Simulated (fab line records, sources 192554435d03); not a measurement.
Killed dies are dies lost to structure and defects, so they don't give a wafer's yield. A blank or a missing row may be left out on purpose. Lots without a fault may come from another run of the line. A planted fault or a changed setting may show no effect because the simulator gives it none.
fab line records | flow n5_finfet
record lots=4 wafers=12 last_day=17
route steps=1938 shown ILD0@336 SDB@347 PASSIVATION@1936
lots that met no fault: from a run of the same line without faults
start_h: hours from the record's first day to the start of the lot's first wafer shown | wait_h: hours since the lot's step before | " the same as in the row above | L1.1+2: a row that stands for several wafers | - no value, or no start given | * or withheld: withheld | < > ~ a bound
route shown NAME@n: a module of which the file shows steps, and the number in the route of the first | usual: mean/standard deviation of fault-free wafers | same: alike in all rows | chamber/n: place in a boat | sites: the reading at each site | _std_site: their standard deviation | _edge_site: outer sites' mean less inner sites' | radius_mm: how far each site lies from the wafer's centre | mask NAME#n: copy n | behind: the tool/chamber that last shaped the wafer | hold: why the lot was held/for how many hours/how that ended | device: the transistor (n, p or np) that didn't switch | end of line: the same wafers' tests at the end of the route | a step without rows: its recipe alone | killed: dies lost to structure and defects at the first sort, not the wafer's yield | map: a wafer's dies, x killed, . not, _ none there
set.NAME: the setting as run; set.NAME@STEP: as run at that earlier step | model.NAME: the simulator's own value behind a step, which no gauge read
lots at some steps of the route; a table a step, a row a wafer
services: from which hour (start_h, from the record's first day; less than 0 if before it) a tool's chamber was out of use, for how many hours, and why
## steps
# step N5_ILD0_FCVD_FILL_01
# recipe material=SiO2_flowable target_thk_a=2000 temp_c=100 pressure_torr=0.8 rf_w=2000 time_s=328.3
# step N5_ILD0_CURE_02
# recipe temp_c=450 time_s=1800 ambient=steam idle_temp_c=400 ramp_up_c_per_min=5 ramp_down_c_per_min=3 densification_p_h2o_torr=640
# step N5_ILD0_CMP_03
# recipe stop_on=SiNx t_overpolish_s=1.9 post_cmp_clean=alkaline_brush down_force_psi=4.1491 platen_rpm=51.796 pad_velocity_m_s=1.0306 target_thk_nm=197.38
# step N5_ILD0_CMP_07
# recipe stop_on=poly-Si material=SiO2_flowable t_overpolish_s=1.18 post_cmp_clean=alkaline_brush down_force_psi=4.1491 platen_rpm=51.796 pad_velocity_m_s=1.0306 target_thk_nm=138.88
# step N5_ILD0_PRECLEAN_10
# recipe chemistry=NF3:NH3 afs_cycles=5 time_s=20 temp_c=30 sublimation_temp_c=180 sublimation_time_s=60 pressure_torr=3 rf_power_w=30
# step N5_ILD0_ALD_15
# recipe material=SiNx target_thk_a=240 temp_c=400 ald_precursor_family=SiH2I2 ald_co_reactant=N2/H2-plasma pulse_time_s=1 ald_cycles=480 purge_time_s=2 co_reactant_purge_time_s=2 pressure_torr=2
# step N5_ILD0_CMP_12
# recipe stop_on=poly-Si material=SiNx t_overpolish_s=6 post_cmp_clean=alkaline_brush down_force_psi=2.5 platen_rpm=51.8 pad_velocity_m_s=1.0307 target_thk_nm=17.67
# step N5_SDB_HM_DEP_00
# recipe material=SiNx target_thk_a=400 temp_c=400 precursor=SiH4/NH3/N2 pressure_torr=1.5 rf_w=300 time_s=35.3
# step N5_SDB_COAT_03
# recipe resist=SOC temp_c=250 time_s=60 spin_rpm=1500 resist_thk_nm=100
# usual chill_plate_temp_C=22.98/0.11 plate_temp_C=249.99/0.19 resist_line_temp_C=22.99/0.12 spin_speed_rpm=1499.8/1.1
# columns lot.wafer tool chamber start_h wait_h chill_plate_temp_C plate_temp_C resist_line_temp_C spin_speed_rpm model.SOC_of_SDB_COAT_03.thk_nm
L338.3 litho_track-02 0 114.72 0.1 22.91 250.49 22.89 1500.8 99.8
L338.4 " 0 " " 23.03 249.74 22.79 1500.1 99.4
L338.5 " 0 " " 23.03 249.98 22.80 1500.9 99.6
L343.2 litho_track-02 0 146.13 0.1 23.02 250.03 23.07 1324.0 106.8
L343.3 " 0 " " 22.99 249.86 23.14 1323.4 107.2
L343.4 " 0 " " 22.84 249.90 23.18 1324.8 106.8
L344.2 litho_track-02 0 161.66 0.1 23.06 249.99 23.00 1324.1 106.6
L344.3 " 0 " " 22.92 250.18 22.89 1326.3 106.8
L344.6 " 0 " " 23.07 250.03 23.02 1323.9 106.8
L349.2 litho_track-05 0 181.71 0.1 22.96 249.94 23.03 1499.2 99.8
L349.3 " 0 " " 22.86 250.03 22.87 1498.3 99.8
L349.5 " 0 " " 22.90 250.01 22.81 1499.3 99.8
# step N5_SDB_COAT_04
# recipe resist=SiARC temp_c=220 time_s=60 spin_rpm=1500 resist_thk_nm=18
# step N5_SDB_COAT_05
# recipe resist=CAR-ArF spin_rpm=1500 resist_thk_nm=90
# step N5_SDB_EBR_07
# recipe solvent=PGMEA ebr_width_mm=1.5
# step N5_SDB_SOFTBAKE_06
# recipe temp_c=110 time_s=60 resist=CAR-ArF
# step N5_SDB_EXPOSE_08
# recipe mask_id=SDB na=1.35 source_shape=conventional sigma_outer=0.5 polarization=unpolarized dose_mj=49.6
# step N5_SDB_PEB_09
# recipe peb_temp_c=withheld peb_time_s=60 resist=CAR-ArF
# step N5_SDB_DEVELOP_10
# recipe develop_time_s=30 developer=TMAH resist=CAR-ArF rinse_liquid=diw dry=air_spin dev_temp_c=23
# step N5_SDB_DESCUM_16
# recipe chemistry=O2 time_s=7.9 source_power_w=50 bias_power_w=20 pressure_mtorr=20 rf_frequency_hz=2.712e+07 temp_c=40 resist=CAR-ArF o2_flow_sccm=225
# step N5_SDB_ETCH_17
# recipe chemistry=CF4 target=SiARC target_depth_a=234 mask_material=CAR-ArF time_s=39 ion_energy_ev=80 pressure_mtorr=40 source_w=545 bias_w=36 Ar_flow_sccm=100 cf4_flow_sccm=100 ends=cleared
# step N5_SDB_ETCH_18
# recipe chemistry=N2/H2 target=SOC target_depth_a=1000 overetch_a=200 mask_material=SiARC temp_c=40 time_s=150 ion_energy_ev=200 pressure_mtorr=30 source_w=840 bias_w=150 n2_flow_sccm=200 h2_flow_sccm=200
# usual drypump_motor_current_A=6.0/0.43 oes_product_au=0.66/0.06 rf_vpp_V=523.4/2.6 showerhead_plenum_p_Torr=2.53/0.08 throttle_valve_pct=17.77/0.24
# columns lot.wafer tool chamber start_h wait_h drypump_motor_current_A oes_product_au rf_hours_counter_h rf_vpp_V showerhead_plenum_p_Torr throttle_valve_pct model.etch.depth_nm
L338.3 rie_diel-05 2 115.24 0.0 6.0 0.63 223 519.6 2.42 18.10 99.83
L338.4 " 3 " " 6.2 0.63 210 526.1 2.61 17.56 99.43
L338.5 " 2 " " 6.0 0.63 - 520.2 2.42 18.09 99.69
L343.2 rie_diel-05 3 146.53 0.0 6.1 0.66 218 527.1 2.61 17.56 106.8
L343.3 " 1 " " 5.0 0.68 182 523.5 2.53 17.69 107.2
L343.4 " 2 " " 5.9 0.65 232 520.3 2.41 18.11 106.7
L344.2 rie_diel-05 0 162.19 0.0 5.9 0.64 234 520.1 2.42 17.83 106.6
L344.3 " 1 " " 5.0 0.68 189 524.6 2.53 17.71 106.8
L344.6 " 3 " " 6.1 0.65 - 527.0 2.61 17.58 106.8
L349.2 rie_diel-04 0 182.26 0.0 6.6 0.63 205 525.7 2.62 17.61 99.84
L349.3 " 3 " " 6.1 0.71 121 519.3 2.45 17.63 99.85
L349.5 " 3 " " 6.1 0.71 - 521.2 2.45 17.63 99.84
# step N5_SDB_STRIP_19
# recipe chemistry=N2/H2 temp_c=40 n2_flow_sccm=200 h2_flow_sccm=200 rf_frequency_hz=6e+07
# step N5_SDB_STRIP_21
# recipe chemistry=CF4 resist=SiARC power_w=300 bias_power_w=75 pressure_mtorr=50 cf4_flow_sccm=150 rf_frequency_hz=6e+07
# step N5_SDB_HM_OPEN_20
# recipe chemistry=CH3F/O2 target=SiNx mask_material=SOC target_depth_a=240 stop_on=poly-Si over_etch_frac=0.4 ion_energy_ev=120 pressure_mtorr=30 source_w=395 bias_w=73 Ar_flow_sccm=150 CH3F_flow_sccm=30 O2_flow_sccm=20
# usual drypump_motor_current_A=6.0/0.43 oes_product_au=0.61/0.055 rf_vpp_V=295/5.8 showerhead_plenum_p_Torr=1.99/0.068 throttle_valve_pct=16.27/0.2
# columns lot.wafer tool chamber start_h wait_h drypump_motor_current_A oes_product_au rf_hours_counter_h rf_vpp_V showerhead_plenum_p_Torr throttle_valve_pct model.SOC_of_SDB_COAT_03.thk_nm
L338.3 rie_diel-05 2 115.40 0.0 5.9 0.58 223 294 1.89 16.45 84.2
L338.4 " 3 " " 6.1 0.59 210 287 2.06 16.15 83.8
L338.5 " 2 " " 5.9 0.58 - 293 1.89 16.47 84
L343.2 rie_diel-05 3 146.69 0.0 6.1 0.58 218 288 2.06 16.17 91.2
L343.3 " 1 " " 5.0 0.59 182 289 1.99 16.17 91.8
L343.4 " 2 " " 5.9 0.59 232 294 1.89 16.48 91.2
L344.2 rie_diel-05 0 162.34 0.0 5.8 0.56 234 288 1.88 16.25 90.8
L344.3 " 1 " " 5.0 0.59 189 288 1.99 16.19 91
L344.6 " 3 " " 6.1 0.58 - 288 2.06 16.17 91
L349.2 rie_diel-04 0 182.42 0.0 6.6 0.57 205 301 2.06 16.16 84.2
L349.3 " 3 " " 6.1 0.65 121 305 1.93 16.13 83.8
L349.5 " 3 " " 6.1 0.66 - 304 1.93 16.12 84
# step N5_SDB_STRIP_22
# recipe chemistry=N2/H2 power_w=1000 temp_c=250 h2_frac=0.65 overash_fraction=0.3 pressure_mtorr=withheld n2_flow_sccm=1750 h2_flow_sccm=3250
# usual drypump_motor_current_A=5.7/0.59 heater_power_w=318/29 oes_product_au=0.714/0.0046 strip_time_to_endpoint_s=96.4/0.4
# columns lot.wafer tool chamber start_h wait_h drypump_motor_current_A heater_power_w oes_product_au rf_hours_counter_h strip_time_to_endpoint_s
L338.3 plasma_asher-02 0 115.52 0.1 6.7 326 0.710 - 96.4
L338.4 " 1 " " 5.2 309 0.720 - 96.1
L338.5 " 1 " " 5.2 306 0.714 - 96.3
L343.2 plasma_asher-02 0 146.77 0.1 6.7 327 0.711 99 103.0
L343.3 " 0 " " 6.7 339 0.720 - 103.5
L343.4 " 1 " " 5.2 311 0.722 - 102.9
L344.2 plasma_asher-01 0 162.42 0.1 5.3 276 0.719 50 102.6
L344.3 " 0 " " 5.3 279 0.720 - 102.9
L344.6 " 1 " " 5.7 357 0.725 - 102.7
L349.2 plasma_asher-01 0 182.50 0.1 5.3 275 0.714 55 96.4
L349.3 " 1 " " 5.7 353 0.716 - 96.1
L349.5 " 0 " " 5.2 285 0.713 - 96.1
# step N5_SDB_PRECLEAN_23
# recipe chemistry=dHF time_s=30 temp_c=25 dilution=withheld
# step N5_PASSIVATION_PROBE_49
# usual killed_at_M0_to_M3=34/11 killed_at_M4_up=14/5.7 killed_at_contacts=14/6.9 killed_at_front_end=40/11 killed_at_other=4/3.1 killed_dies=105/17 killed_on_rim=14/4.1 killed_open=70/13 killed_short=34/7.6
# same gross_dies=1180 killed_at_back_side=0
# columns lot.wafer tool chamber start_h wait_h killed_at_M0_to_M3 killed_at_M4_up killed_at_contacts killed_at_front_end killed_at_other killed_dies killed_on_rim killed_open killed_short
L343.2 prober-01 - 348.45 0.3 26 18 8 37 1 90 17 59 31
L343.3 prober-01 - 348.50 0.3 31 14 9 54 3 111 8 75 36
L343.4 prober-01 - 348.55 0.4 36 11 18 28 0 93 12 66 26
L344.2 prober-01 - 369.43 0.1 39 10 10 52 6 117 15 67 50
L344.3 prober-01 - 369.48 0.1 34 16 1 48 7 106 12 72 33
L344.6 prober-01 - 369.63 0.3 42 21 16 58 11 148 21 105 42
L349.2 prober-01 - 403.32 0.1 22 9 15 49 0 95 9 53 41
L349.3 prober-01 - 403.37 0.1 28 16 8 34 2 88 4 61 24
L349.5 prober-01 - 403.47 0.2 30 13 26 45 4 118 14 80 38
# killed by level:class
L343.2 STI_FIN_REVEAL:geometric_particle:open=11 BEOL_M0_SAQP:geometric_particle:short=8 MOL_CONTACT_COAG:geometric_particle:open=7 BEOL_M4:geometric_particle:open=6 FIN_SAQP:geometric_particle:short=4 BEOL_M0:geometric_particle:open=4 BEOL_M3:geometric_particle:open=4 FIN_CUT:geometric_particle:open=3
L343.3 STI_FIN_REVEAL:geometric_particle:open=24 BEOL_M0_SAQP:geometric_particle:short=10 MOL_CONTACT_COAG:geometric_particle:open=6 BEOL_M0_SAQP:geometric_particle:open=6 STI_FIN_REVEAL:geometric_particle:short=5 BEOL_M2:geometric_particle:open=5 BEOL_M4:geometric_particle:open=5 FIN_SAQP:geometric_particle:open=4
L343.4 MOL_CONTACT_COAG:geometric_particle:open=13 BEOL_M0_SAQP:geometric_particle:open=9 STI_FIN_REVEAL:geometric_particle:open=8 BEOL_M0_SAQP:geometric_particle:short=7 STARTING-WAFER:geometric_particle:short=6 BEOL_M2:geometric_particle:open=5 MOL_CONTACT_COAG:geometric_particle:short=5 BEOL_M3:geometric_particle:open=5
L344.2 BEOL_M0_SAQP:geometric_particle:short=15 FIN_SAQP:geometric_particle:open=11 BEOL_M0_SAQP:geometric_particle:open=10 FIN_SAQP:geometric_particle:short=9 MOL_CONTACT_COAG:geometric_particle:open=8 STI_FIN_REVEAL:geometric_particle:open=7 ILD0:geometric_particle:short=7 ILD0:geometric_particle:open=6
L344.3 STI_FIN_REVEAL:geometric_particle:open=9 FIN_SAQP:geometric_particle:open=8 BEOL_M0_SAQP:geometric_particle:short=7 FIN_SAQP:geometric_particle:short=6 DUMMY_GATE:geometric_particle:open=6 ILD0:geometric_particle:short=6 BEOL_M0_SAQP:geometric_particle:open=6 BEOL_M1:geometric_particle:short=5
L344.6 MOL_CONTACT_COAG:geometric_particle:open=16 FIN_SAQP:geometric_particle:open=14 BEOL_M0_SAQP:geometric_particle:open=13 STI_FIN_REVEAL:geometric_particle:open=10 DUMMY_GATE:geometric_particle:open=8 BEOL_M3:geometric_particle:open=8 FIN_SAQP:geometric_particle:short=7 PAD_METAL:geometric_particle:short=6
L349.2 STI_FIN_REVEAL:geometric_particle:open=12 MOL_CONTACT_COAG:geometric_particle:open=12 FIN_SAQP:geometric_particle:short=10 BEOL_M0_SAQP:geometric_particle:short=6 STARTING-WAFER:geometric_particle:short=6 FIN_SAQP:geometric_particle:open=5 BEOL_M4:geometric_particle:open=4 DUMMY_GATE:geometric_particle:open=4
L349.3 FIN_SAQP:geometric_particle:open=9 BEOL_M0_SAQP:geometric_particle:short=9 BEOL_M4:geometric_particle:open=9 STI_FIN_REVEAL:geometric_particle:open=6 BEOL_M2:geometric_particle:open=6 MOL_CONTACT_COAG:geometric_particle:open=5 BEOL_M0_SAQP:geometric_particle:open=5 BEOL_M3:geometric_particle:open=5
L349.5 MOL_CONTACT_COAG:geometric_particle:open=20 BEOL_M3:geometric_particle:open=11 FIN_SAQP:geometric_particle:open=9 BEOL_M2:geometric_particle:open=8 STI_FIN_REVEAL:geometric_particle:open=7 GATE_CUT:geometric_particle:short=7 MOL_CONTACT_COAG:geometric_particle:short=6 FIN_SAQP:geometric_particle:short=5
## services
# columns tool chamber start_h hours kind
rie_diel-04 1 111.29 4.4 repair
rie_diel-04 0 137.60 42.6 repair
rie_diel-05 - 172.74 15.6 pm
## key
first_sign step=N5_SDB_COAT_03 reading=spin_speed_rpm direction=down sigmas=99+ usual=* struck=*
effect step=N5_SDB_STRIP_22 reading=strip_time_to_endpoint_s direction=up sigmas=16 usual=* struck=*
model_effect step=N5_SDB_COAT_03 value=SOC_of_SDB_COAT_03.thk_nm without=100.4 struck=106.8
model_effect step=N5_SDB_ETCH_18 value=etch.depth_nm without=100.4 struck=106.8
model_effect step=N5_SDB_HM_OPEN_20 value=SOC_of_SDB_COAT_03.thk_nm without=84.67 struck=91.17
met_at N5_SDB_COAT_03
struck_wafers L343.2,L343.3,L343.4,L344.2,L344.3,L344.6
tester_left_out L343,L344
onset_between 114.72 146.13
fault kind=process_parameter_drift tool=litho_track-02 chamber=- onset_h=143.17 steps=N5_SDB_COAT_03 channel=spin_rpm offset=* shape=step end_h=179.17 acts_in=* stated=*
# tester_left_out: of these lots the tester's yield and bins aren't shown, on N5 and GAA mostly nor the transistor test; their killed dies are dies lost to structure and defects alone, not to doping, threshold or leakage, so they don't give the yield
